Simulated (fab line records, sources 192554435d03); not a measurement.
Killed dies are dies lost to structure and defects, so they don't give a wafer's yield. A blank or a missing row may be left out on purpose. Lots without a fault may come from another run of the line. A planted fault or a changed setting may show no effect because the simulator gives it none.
A struck lot beside a sound one | flow n5_finfet | 15 steps out of a route of 1938
Sound: wafers L425.2, L425.3, L425.6. Struck: wafer L446.3. (L446.2 of the same lot was not struck and is left out.) The cause comes at the end.
At each step with rows: each side's tool, then ch and its chambers, then its first start. Under that, the readings that differ: sound wafers | struck wafers | difference of the means | sigmas: that difference in standard deviations of wafers without a fault.
alike: readings whose means differ by less than 2 such deviations, and words and numbers that are the same on both sides. not compared: withheld readings, readings that some wafer has no value for, bounds like >300 that may hide the same value, and numbers for which the record gives no deviation and whose values overlap.
The two part at a step that has a row with sigmas, a row that says differs or no value, or rows on one side only. Numbers that don't overlap but have no deviation are shown without sigmas and don't part them. A reading that every wafer of one side lacks parts them only if that side has two wafers or more.

first, 3 steps without rows for these wafers: N5_BEOL_M6_EXPOSE_25 (exposes mask V5, target cd 40 nm); N5_BEOL_M6_PEB_26 (peb time 60 s); N5_BEOL_M6_DEVELOP_27 (develop time 30 s).
N5_BEOL_M6_CD_MEAS_28: target cd 40 nm.
  sound on cd_sem-02 ch 0, day 9 03:19; struck on cd_sem-03 ch 0, day 15 08:33
  alike: cd_nm
N5_BEOL_M6_OVL_MEAS_29:
  sound on overlay-01 ch 0, day 9 03:21; struck on overlay-02 ch 0, day 15 08:35
  alike: V5_OVL
N5_BEOL_M6_INSPECT_30: inspects for defects (brightfield).
  sound on defect_inspect-02, day 9 03:24; struck on defect_inspect-02, day 15 08:38
  alike: raw_defect_count
N5_BEOL_M6_DESCUM_33: chemistry O2, time 7 s.
  sound on rie_diel-05 ch 1,2, day 9 03:26; struck on rie_diel-04 ch 2, day 15 09:20
  alike: drypump_motor_current_A, o2_flow_sccm, oes_product_au, rf_fwd_power_W, rf_vpp_V, showerhead_plenum_p_Torr, throttle_valve_pct
  not compared: rf_hours_counter_h
N5_BEOL_M6_ETCH_72: etches underlayer in N2/H2, target depth 6.5 nm, time 5.2 s.
  sound on rie_diel-05 ch 1,2, day 9 03:28; struck on rie_diel-04 ch 2, day 15 09:22
  alike: drypump_motor_current_A, etch_rf_on_time_s, oes_product_au, rf_fwd_power_W, rf_vpp_V, showerhead_plenum_p_Torr, throttle_valve_pct
  not compared: rf_hours_counter_h
N5_BEOL_M6_ETCH_65: etches SiARC in CF4, target depth 15.6 nm, time 26 s.
  sound on rie_diel-05 ch 1,2, day 9 03:29; struck on rie_diel-04 ch 2, day 15 09:23
  alike: drypump_motor_current_A, etch_rf_on_time_s, oes_product_au, rf_fwd_power_W, rf_vpp_V, showerhead_plenum_p_Torr, throttle_valve_pct
  not compared: rf_hours_counter_h
N5_BEOL_M6_ETCH_66: etches SOC in N2/H2, target depth 80 nm, overetch 16 nm, time 120 s.
  sound on rie_diel-05 ch 1,2, day 9 03:31; struck on rie_diel-04 ch 2, day 15 09:25
  reading          | sound             | struck | difference | sigmas
  run_length_s (s) | 142.9 143.6 143.1 | 142.3  | -0.9       | -2
  alike: drypump_motor_current_A, oes_product_au, rf_fwd_power_W, rf_vpp_V, showerhead_plenum_p_Torr, throttle_valve_pct
  not compared: rf_hours_counter_h
then, 2 steps without rows for these wafers: N5_BEOL_M6_STRIP_69 (strips in N2/H2); N5_BEOL_M6_STRIP_73 (strips in N2/H2).
N5_BEOL_M6_VIA_ETCH_34: etches SiCOH lowk in C4F6/O2, target depth 126.3 nm, time 50.9 s.
  sound on rie_diel-05 ch 1,2, day 9 03:37; struck on rie_diel-04 ch 2, day 15 09:31
  reading                                  | sound           | struck | difference | sigmas
  run_length_s (s)                         | 74.4 74.4 74.3  | 77.7   | +3.3       | +8
  model.etch.depth_nm (nm)                 | 126.2 123.3 122 | 132.1  | +8.3       |
  model.SOC_of_BEOL_M6_COAT_63.thk_nm (nm) | 53.6 54 54      | 53.4   | -0.5       |
  alike: drypump_motor_current_A, oes_ar_750_au, oes_product_au, rf_fwd_power_W, rf_vpp_V, showerhead_plenum_p_Torr, throttle_valve_pct
  not compared: rf_hours_counter_h
then, 1 step without rows for these wafers: N5_BEOL_M6_STRIP_76 (strips in C4F6/O2).
-- the record jumps here: 4 days lie between the struck wafers' starts before and after (it left off in module BEOL_M6 and takes up again in module PASSIVATION, whose first step shown is number 1936 of the route) --
N5_PASSIVATION_PROBE_49:
  sound on prober-02, day 12 20:34; struck on prober-02, day 19 01:18
  reading            | sound    | struck | difference | sigmas
  killed_at_contacts | 14 11 23 | 3      | -13        | -2
  alike: defect_limited_yield, killed_at_M0_to_M3, killed_at_M4_up, killed_at_front_end, killed_at_other, killed_dies, killed_open, killed_short, sort_bin_5_function, sort_bin_6_memory, sort_n_pass, sort_yield_pct

WHERE THEY PART
First at N5_BEOL_M6_ETCH_66; last, within this record, at N5_PASSIVATION_PROBE_49.

WHY: what the simulator had put in
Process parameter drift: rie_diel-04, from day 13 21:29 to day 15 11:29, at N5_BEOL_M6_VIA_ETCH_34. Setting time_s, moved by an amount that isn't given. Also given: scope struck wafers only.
